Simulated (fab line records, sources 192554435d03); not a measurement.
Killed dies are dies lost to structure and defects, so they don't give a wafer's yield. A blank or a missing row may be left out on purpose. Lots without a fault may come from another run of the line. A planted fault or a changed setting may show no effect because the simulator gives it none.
A struck lot beside a sound one | flow n5_finfet | 38 steps out of a route of 1938
Sound: wafers L435.2, L435.3, L435.5. Struck: wafers L443.1, L443.2, L443.4. The cause comes at the end.
At each step with rows: each side's tool, then ch and its chambers, then its first start. Under that, the readings that differ: sound wafers | struck wafers | difference of the means | sigmas: that difference in standard deviations of wafers without a fault.
alike: readings whose means differ by less than 2 such deviations, and words and numbers that are the same on both sides. not compared: withheld readings, readings that some wafer has no value for, bounds like >300 that may hide the same value, and numbers for which the record gives no deviation and whose values overlap.
The two part at a step that has a row with sigmas, a row that says differs or no value, or rows on one side only. Numbers that don't overlap but have no deviation are shown without sigmas and don't part them. A reading that every wafer of one side lacks parts them only if that side has two wafers or more.

first, 8 steps without rows for these wafers: N5_BEOL_M0_ANNEAL_119 (time 90 s); N5_BEOL_M0_CMP_120 (polishes, stops on SiOC, t overpolish 6.9 s); N5_BEOL_M0_PRE_CLEAN_131 (time 15 s); N5_BEOL_M0_CO_CAP_123 (material Co, precursor CCTBA/H2, target thk 2 nm, time 102.1 s); N5_BEOL_M0_PRE_CLEAN_124 (time 15 s); N5_BEOL_M0_DEP_125 (deposits SiCN from 3MS/NH3, target thk 8 nm, time 14 s); N5_BEOL_M1_ILD_DEP_00 (deposits SiOC from DEMS/O2, target thk 79 nm, time 15.3 s); N5_BEOL_M1_PECVD_72 (deposits SiO2 from TEOS/O2, target thk 16 nm, time 18 s).
N5_BEOL_M1_HM_DEP_02: deposits TiN, target thk 20 nm.
  sound on pvd_sputter-01, day 7 14:42; struck on pvd_sputter-01, day 9 04:19
  alike: throttle_valve_pct
then, 9 steps without rows for these wafers: N5_BEOL_M1_COAT_61 (time 60 s, resist thk 60 nm); N5_BEOL_M1_COAT_62 (time 60 s, resist thk 12 nm); N5_BEOL_M1_COAT_73 (time 60 s, resist thk 5 nm); N5_BEOL_M1_COAT_05 (resist thk 30 nm); N5_BEOL_M1_EBR_07; N5_BEOL_M1_SOFTBAKE_06 (time 60 s); N5_BEOL_M1_EXPOSE_08 (exposes mask M1); N5_BEOL_M1_PEB_09 (peb time 60 s); N5_BEOL_M1_DEVELOP_10 (develop time 30 s).
N5_BEOL_M1_INSPECT_13: inspects for defects (brightfield).
  sound on defect_inspect-02, day 7 15:19; struck on defect_inspect-01, day 9 04:49
  reading          | sound       | struck        | difference | sigmas
  raw_defect_count | 326 342 314 | 1029 904 1093 | +681       | +8
then, 16 steps without rows for these wafers: N5_BEOL_M1_DESCUM_16 (chemistry O2, time 7 s); N5_BEOL_M1_ETCH_74 (etches underlayer in N2/H2, target depth 6.5 nm, time 5.2 s); N5_BEOL_M1_ETCH_63 (etches SiARC in CF4, target depth 15.6 nm, time 26 s); N5_BEOL_M1_ETCH_64 (etches SOC in N2/H2, target depth 75 nm, overetch 15 nm, time 112.5 s); N5_BEOL_M1_STRIP_65 (strips in N2/H2); N5_BEOL_M1_STRIP_75 (strips in N2/H2); N5_BEOL_M1_STRIP_66 (strips in CF4); N5_BEOL_M1_HM_OPEN_17 (chemistry Cl2/BCl3, target TiN, target depth 20 nm, overetch 6 nm); N5_BEOL_M1_STRIP_19 (strips in O2); N5_BEOL_M1_COAT_67 (time 60 s, resist thk 60 nm); N5_BEOL_M1_COAT_68 (time 60 s, resist thk 12 nm); N5_BEOL_M1_COAT_76 (time 60 s, resist thk 5 nm); N5_BEOL_M1_COAT_22 (resist thk 30 nm); N5_BEOL_M1_EBR_24; N5_BEOL_M1_SOFTBAKE_23 (time 60 s); N5_BEOL_M1_EXPOSE_25 (exposes mask V0, defocus 5 nm, target cd 24 nm).
N5_BEOL_M1_INSPECT_30: inspects for defects (brightfield).
  sound on defect_inspect-01, day 7 16:34; struck on defect_inspect-02, day 9 05:50
  reading          | sound       | struck        | difference | sigmas
  raw_defect_count | 376 344 336 | 1001 899 1024 | +623       | +7
-- the record jumps here: 5 days lie between the struck wafers' starts before and after (it left off in module BEOL_M1 and takes up again in module BEOL_M4, whose first step shown is number 1111 of the route) --
N5_BEOL_M4_RC_MEAS_101:
  sound on prober-01 ch 0, day 12 14:26; struck on prober-02 ch 0, day 14 14:45
  alike: DIBL_N, DIBL_P, IOFF_N, IOFF_P, ION_N, ION_P, SS_N, SS_P, VT_N, VT_P
-- the record jumps here: 4 days lie between the struck wafers' starts before and after (it left off in module BEOL_M4 and takes up again in module PASSIVATION, whose first step shown is number 1936 of the route) --
N5_PASSIVATION_PROBE_49:
  the record has rows for the struck wafers here (prober-01, day 19 01:26) and none for the sound ones

WHERE THEY PART
First at N5_BEOL_M1_INSPECT_13; last, within this record, at N5_PASSIVATION_PROBE_49.

WHY: what the simulator had put in
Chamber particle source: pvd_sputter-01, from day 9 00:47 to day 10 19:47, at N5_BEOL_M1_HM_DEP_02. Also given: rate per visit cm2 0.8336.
